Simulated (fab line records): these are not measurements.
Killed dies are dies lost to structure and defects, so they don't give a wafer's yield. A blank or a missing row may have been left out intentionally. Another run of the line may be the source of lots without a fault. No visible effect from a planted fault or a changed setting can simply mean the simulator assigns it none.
Problem report, 8D (eight disciplines) form, completed by code || flow n5Finfet || the parts of the form that need people (team, actions taken, sign-off) are left out

1. WHAT IS WRONG
Mean M6_ILD_THK at N5_BEOL_M6_THK_MEAS_01: 124.5 nm over 6 wafers in 2 lots; fault-free wafers: 155.4 nm, standard deviation 1.8. Measured from the usual mean, that is -17 standard deviations.
Earliest sighting: wafer L657.1 on filmMetro-02 at day 14 18:34. At this step, 33 wafers from 12 lots have a number in the record. Rule for "out" (also "out of limits"): further than 4 standard deviations from the usual mean. The other wafers with a number count as sound.

2. WHAT IT IS; WHAT IT IS NOT
{"question": "which readings at this step", "is": "M6_ILD_THK", "is not": "-"}
{"question": "which lots", "is": "L657, L660", "is not": "L637, L639, L640, L643, L644, L645, L646, L648, L649, L650"}
{"question": "which wafers of those lots", "is": "all that have a number", "is not": "-"}
{"question": "read on which gauges", "is": "filmMetro-01, filmMetro-02", "is not": "-"}
{"question": "when", "is": "from day 14 18:34", "is not": "up to then (27 sound wafers)"}

3. WHAT RULES OUT EACH SUSPECT
Counting: a tool at a process step up to the reading stays a suspect if it ran every lot that is out and no sound lot after the first of them.
- the gauge at N5_BEOL_M6_THK_MEAS_01: ruled out. 2 gauges (filmMetro-01, filmMetro-02) read the wafers that are out.
- aldMetal-04 at N5_BEOL_M5_ALD_86 (deposits TaN, pulse time 2 s, purge time 3 s, co reactant purge time 2 s): kept. All lots that are out passed through it, beginning with L657 at day 14 12:01, and no sound lot followed; its final sound lot before that point was L650 at day 13 10:37.
- pecvd-03 at N5_BEOL_M6_ILD_DEP_00 (deposits SiCOH lowk from DEMS/porogen, target thk 179.75 nm, time 33.4 s): kept. All lots that are out passed through it, beginning with L657 at day 14 17:59, and no sound lot followed; its final sound lot before that point was L648 at day 12 22:20.
After counting, aldMetal-04 at N5_BEOL_M5_ALD_86 and pecvd-03 at N5_BEOL_M6_ILD_DEP_00 remain.

4. THE CAUSE (what the simulator had put in)
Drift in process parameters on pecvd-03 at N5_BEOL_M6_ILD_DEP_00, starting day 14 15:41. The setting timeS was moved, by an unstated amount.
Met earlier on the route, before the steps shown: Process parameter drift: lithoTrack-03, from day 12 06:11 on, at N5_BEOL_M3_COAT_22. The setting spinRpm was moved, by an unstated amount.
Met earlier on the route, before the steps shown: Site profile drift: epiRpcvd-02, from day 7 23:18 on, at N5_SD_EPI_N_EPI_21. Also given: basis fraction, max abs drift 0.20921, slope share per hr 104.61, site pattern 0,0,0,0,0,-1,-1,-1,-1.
2 suspects survive the count, and this tool is in that group.

5. SEQUENCE OF EFFECTS, ordered by route
One row per reading whose mean, taken over the struck wafers that have a number, lies over 3 standard deviations from the usual. Scope: only readings with a usual standard deviation given in the record; hours: median across lots of the time from each lot's start at the first step in this table that gives one to its start at this step; sigmas: change in usual standard deviations.
{"hours": 0, "step": "N5_BEOL_M6_THK_MEAS_01", "reading": "M6_ILD_THK", "usual": "155.4 nm", "on struck wafers": 124.5, "change": -31.0, "sigmas": -17}

6. WHAT WOULD HAVE CAUGHT IT SOONER
Counted from the fault's start at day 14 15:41, it took 3 hours until the first out-of-limits reading at a measuring or inspecting step in this record, taken at day 14 18:34.
No tool reading at N5_BEOL_M6_ILD_DEP_00 that has a usual standard deviation in the record was out on any struck wafer, so an alarm limit of 4 standard deviations on those readings would not have fired.
Among the 2 lots that are out, L660 began N5_BEOL_M6_ILD_DEP_00 on pecvd-03 after day 14 18:34. A hold on the tool at that time would have spared it.
